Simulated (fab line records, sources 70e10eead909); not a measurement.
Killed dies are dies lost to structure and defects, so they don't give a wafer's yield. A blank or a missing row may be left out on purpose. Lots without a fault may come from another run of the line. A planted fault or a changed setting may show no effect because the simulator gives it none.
Chamber matching | flow nand_harc | NHARC_A_STAIRCASE_DEP_156 on pecvd-03: 3 sister chambers
The step deposits SiNx, target thk 50 nm. 3 wafers are shown with their chamber, then 7 later ones without.

WAFERS WITH THEIR CHAMBER
wafer  | chamber | heater_power_w (W)
L088.3 | 2       | 664
L091.1 | 0       | 570
L091.3 | 1       | 859

WAFERS WITHOUT THEIR CHAMBER
wafer  | heater_power_w (W)
L091.4 | 576
L094.2 | 529
L094.5 | 655
L094.6 | 521
L093.1 | 682
L093.5 | 566
L093.6 | 787

WHICH CHAMBER EACH WENT THROUGH
wafer  | from the rows above     | in truth
L091.4 | 0                       | 0
L094.2 | 0                       | 0
L094.5 | 2                       | 2
L094.6 | 0                       | 0
L093.1 | 2                       | 2
L093.5 | 0                       | 0
L093.6 | can't be placed: 1 or 2 | 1
Placed correctly: 6 of 7. Can't be placed from these rows: 1 (the true chamber is among the candidates in 1). Placed wrongly: 0.
How it was worked out, from the rows above alone: a wafer's distance from a chamber is the root of the sum, over the readings, of the square of ((its reading less the chamber's mean) divided by the reading's scatter). The wafer belongs to the nearest chamber; if the next one is less than 2 further off, it can't be placed. A chamber's mean is the mean of its shown wafers. The scatter: with one shown wafer a chamber, the root of the mean of the squares of how far each hidden wafer lies from its nearest shown one.
